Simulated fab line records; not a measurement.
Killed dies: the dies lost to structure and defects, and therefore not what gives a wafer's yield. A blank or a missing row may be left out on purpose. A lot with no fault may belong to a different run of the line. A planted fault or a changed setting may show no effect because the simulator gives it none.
Matching of chambers | flow nand-harc | 4 sister chambers for NHARC_A_BONDPAD_ETCH_34 on rie-diel-10
The step etches the open film in N2/H2, target depth 60 nm, overetch 18 nm, time 65.91 s. 14 wafers are shown with their chamber, then 7 later ones without.

WAFERS, EACH WITH ITS CHAMBER
wafer  | chamber | drypump-motor-current-A (A) | rf-vpp-V (V) | rf-fwd-power-W (W)
L882.2 | 1       | 6.8                         | 429.0        | 396.1
L882.3 | 2       | 5.4                         | 426.4        | 396.5
L882.5 | 2       | 5.4                         | 427.7        | 395.4
L890.1 | 3       | 6.3                         | 433.3        | 396.1
L890.5 | 1       | 6.8                         | 429.8        | 395.8
L890.6 | 2       | 5.5                         | 427.2        | 394.3
L885.1 | 1       | 6.8                         | 430.2        | 396.2
L885.5 | 0       | 5.9                         | 426.5        | 392.7
L885.6 | 1       | 6.8                         | 429.3        | 394.3
L892.2 | 3       | 6.3                         | 434.7        | 393.4
L892.3 | 2       | 5.4                         | 426.3        | 395.8
L892.6 | 3       | 6.2                         | 433.6        | 395.6
L899.1 | 3       | 6.2                         | 433.8        | 394.1
L899.5 | 3       | 6.2                         | 433.1        | 395.5

SIGNATURES (means of the wafers above)
reading                 | chamber 0 | chamber 1 | chamber 2 | chamber 3 | scatter within a chamber
drypump-motor-current-A | 5.900     | 6.800     | 5.425     | 6.240     | 0.0442
rf-vpp-V                | 426.500   | 429.575   | 426.900   | 433.700   | 0.611
rf-fwd-power-W          | 392.700   | 395.600   | 395.500   | 394.940   | 1
Rule: for each reading, subtract the chamber's mean from the wafer's reading, divide by that reading's scatter and square the result; add these up over the readings and take the root, which gives the wafer's distance from the chamber. The wafer belongs to the nearest chamber; if the next one is less than 2 further off, it can't be placed. The scatter: take each reading less its chamber's mean, square it, sum over the shown wafers, divide by the number of wafers less the number of chambers, and take the root.

WAFERS WITHOUT THEIR CHAMBER
wafer  | drypump-motor-current-A (A) | rf-vpp-V (V) | rf-fwd-power-W (W)
L899.6 | 5.9                         | 427.5        | 395.9
L900.3 | 6.8                         | 430.5        | 394.6
L900.5 | 5.9                         | 426.4        | 395.8
L900.6 | 6.3                         | 435.3        | 396.4
L901.2 | 5.4                         | 426.9        | 392.9
L901.5 | 5.9                         | 428.9        | 393.6
L901.6 | 6.3                         | 434.0        | 395.4

EACH ONE'S CHAMBER
wafer  | from the rows above | in truth
L899.6 | 0                   | 0
L900.3 | 1                   | 1
L900.5 | 0                   | 0
L900.6 | 3                   | 3
L901.2 | 2                   | 2
L901.5 | 0                   | 0
L901.6 | 3                   | 3
Placed correctly: 7 of 7. Not placeable from these rows: 0. Wrongly placed: 0.
